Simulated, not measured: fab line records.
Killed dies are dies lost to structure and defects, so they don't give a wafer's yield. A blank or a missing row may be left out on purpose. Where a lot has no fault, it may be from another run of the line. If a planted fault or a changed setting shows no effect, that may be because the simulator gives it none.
Split-lot study || flow n5Finfet || route with 1938 steps; 7 lots, 21 wafers read

## THE SPLIT
At N5_BEOL_M6_EXPOSE_08 (exposes mask M6), the setting doseMj was moved away from the recipe's 68.25 on 4 of the 21 wafers read, by -4.1% to +6.3%. This setting was run at the recipe's value on the other wafers.

## FROM THE SPLIT TO THE READING: what the file shows between them, 3 steps
- N5_BEOL_M6_PEB_09: peb time 60 s
- N5_BEOL_M6_DEVELOP_10: develop time 30 s
- N5_BEOL_M6_DESCUM_16: chemistry O2, time 7.9 s

## THE READING
BEOL_M6.cdOffsetNm (the simulator's own value, which no gauge read), in nm, at N5_BEOL_M6_ETCH_61 (etches SiARC in CF4, target depth 45.5 nm, time 75.8 s). No usual value for it is given in the file. The 17 wafers here that ran the recipe average 0.6 nm, standard deviation 0.52 nm.

{"wafer": "L077.1", "tool, chamber at the split": "arfiScanner-02, 0", "doseMj as run": 68.25, "against the recipe": "recipe", "BEOL_M6.cdOffsetNm, nm": 0.2, "against lot-mates on the recipe": "-"}
{"wafer": "L077.4", "tool, chamber at the split": "arfiScanner-02, 0", "doseMj as run": 68.25, "against the recipe": "recipe", "BEOL_M6.cdOffsetNm, nm": 1.2, "against lot-mates on the recipe": "-"}
{"wafer": "L077.5", "tool, chamber at the split": "arfiScanner-02, 0", "doseMj as run": 68.25, "against the recipe": "recipe", "BEOL_M6.cdOffsetNm, nm": 0.6, "against lot-mates on the recipe": "-"}
{"wafer": "L075.2", "tool, chamber at the split": "arfiScanner-02, 0", "doseMj as run": 65.47, "against the recipe": "-4.1%", "BEOL_M6.cdOffsetNm, nm": -2, "against lot-mates on the recipe": -1.8}
{"wafer": "L075.3", "tool, chamber at the split": "arfiScanner-02, 0", "doseMj as run": 65.47, "against the recipe": "-4.1%", "BEOL_M6.cdOffsetNm, nm": -2.2, "against lot-mates on the recipe": -2.0}
{"wafer": "L075.6", "tool, chamber at the split": "arfiScanner-02, 0", "doseMj as run": 68.25, "against the recipe": "recipe", "BEOL_M6.cdOffsetNm, nm": -0.2, "against lot-mates on the recipe": "-"}
{"wafer": "L082.2", "tool, chamber at the split": "arfiScanner-03, 0", "doseMj as run": 68.25, "against the recipe": "recipe", "BEOL_M6.cdOffsetNm, nm": -0.4, "against lot-mates on the recipe": "-"}
{"wafer": "L082.4", "tool, chamber at the split": "arfiScanner-03, 0", "doseMj as run": 68.25, "against the recipe": "recipe", "BEOL_M6.cdOffsetNm, nm": -0.2, "against lot-mates on the recipe": "-"}
{"wafer": "L082.5", "tool, chamber at the split": "arfiScanner-03, 0", "doseMj as run": 68.25, "against the recipe": "recipe", "BEOL_M6.cdOffsetNm, nm": 0, "against lot-mates on the recipe": "-"}
{"wafer": "L083.2", "tool, chamber at the split": "arfiScanner-03, 0", "doseMj as run": 68.25, "against the recipe": "recipe", "BEOL_M6.cdOffsetNm, nm": 0.8, "against lot-mates on the recipe": "-"}
{"wafer": "L083.3", "tool, chamber at the split": "arfiScanner-03, 0", "doseMj as run": 68.25, "against the recipe": "recipe", "BEOL_M6.cdOffsetNm, nm": 1, "against lot-mates on the recipe": "-"}
{"wafer": "L083.6", "tool, chamber at the split": "arfiScanner-03, 0", "doseMj as run": 68.25, "against the recipe": "recipe", "BEOL_M6.cdOffsetNm, nm": 0.2, "against lot-mates on the recipe": "-"}
{"wafer": "L088.1", "tool, chamber at the split": "arfiScanner-02, 0", "doseMj as run": 68.25, "against the recipe": "recipe", "BEOL_M6.cdOffsetNm, nm": 0.8, "against lot-mates on the recipe": "-"}
{"wafer": "L088.6", "tool, chamber at the split": "arfiScanner-02, 0", "doseMj as run": 68.25, "against the recipe": "recipe", "BEOL_M6.cdOffsetNm, nm": 0.8, "against lot-mates on the recipe": "-"}
{"wafer": "L088.2", "tool, chamber at the split": "arfiScanner-02, 0", "doseMj as run": 68.25, "against the recipe": "recipe", "BEOL_M6.cdOffsetNm, nm": 0.6, "against lot-mates on the recipe": "-"}
{"wafer": "L089.1", "tool, chamber at the split": "arfiScanner-01, 0", "doseMj as run": 68.25, "against the recipe": "recipe", "BEOL_M6.cdOffsetNm, nm": 1.4, "against lot-mates on the recipe": "-"}
{"wafer": "L089.3", "tool, chamber at the split": "arfiScanner-01, 0", "doseMj as run": 68.25, "against the recipe": "recipe", "BEOL_M6.cdOffsetNm, nm": 1, "against lot-mates on the recipe": "-"}
{"wafer": "L089.4", "tool, chamber at the split": "arfiScanner-01, 0", "doseMj as run": 68.25, "against the recipe": "recipe", "BEOL_M6.cdOffsetNm, nm": 1, "against lot-mates on the recipe": "-"}
{"wafer": "L097.2", "tool, chamber at the split": "arfiScanner-01, 0", "doseMj as run": 68.25, "against the recipe": "recipe", "BEOL_M6.cdOffsetNm, nm": 0.8, "against lot-mates on the recipe": "-"}
{"wafer": "L097.4", "tool, chamber at the split": "arfiScanner-01, 0", "doseMj as run": 72.52, "against the recipe": "+6.3%", "BEOL_M6.cdOffsetNm, nm": 3.6, "against lot-mates on the recipe": "+2.8"}
{"wafer": "L097.5", "tool, chamber at the split": "arfiScanner-01, 0", "doseMj as run": 72.52, "against the recipe": "+6.3%", "BEOL_M6.cdOffsetNm, nm": 2.8, "against lot-mates on the recipe": "+2.0"}

THE FIT
A straight line over all 21 wafers: BEOL_M6.cdOffsetNm changes by +0.495 nm for each +1% of doseMj; r = +0.91; the points scatter about the line by 0.56 nm.
The same after taking each lot's own level away (the mean of its wafers on the recipe; 21 wafers): +0.41 nm for each +1%; r = +0.96; scatter 0.28 nm.
On that fit, the largest move of doseMj shifts the reading by 2.6 nm.
Across the lots, their own levels run from -0.20 to 1.13 nm, a range of 2.6 times the standard deviation given above.
So the lot-to-lot level changes the slope: the two fits differ.
Check: for one of the wafers moved furthest among these (+6.3%), held out of the fit, the line's prediction against its lot-mates is +2.36 nm. Against them it came out at +2.8 nm.

## FURTHER SPLITS ON THESE WAFERS
These wafers also went through other splits before the reading. Each is held against what the fit with the lots' levels taken away leaves over:
{"other split on the same wafers": "N5_BEOL_M2_EXPOSE_25 doseMj", "wafers away from the commonest value": 7, "r with BEOL_M6.cdOffsetNm (lot level and that fit taken away)": "+0.01"}
{"other split on the same wafers": "N5_BEOL_M4_TRENCH_ETCH_37 timeS", "wafers away from the commonest value": 8, "r with BEOL_M6.cdOffsetNm (lot level and that fit taken away)": "+0.01"}
{"other split on the same wafers": "N5_BEOL_M5_ETCH_62 sourceW", "wafers away from the commonest value": 4, "r with BEOL_M6.cdOffsetNm (lot level and that fit taken away)": "+0.23"}
{"other split on the same wafers": "N5_BEOL_M6_PECVD_70 timeS", "wafers away from the commonest value": 8, "r with BEOL_M6.cdOffsetNm (lot level and that fit taken away)": "+0.01"}

## THE FILE'S OWN FIT
BEOL_M6.cdOffsetNm changes by +0.408 nm for each +1% of doseMj, r = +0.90.
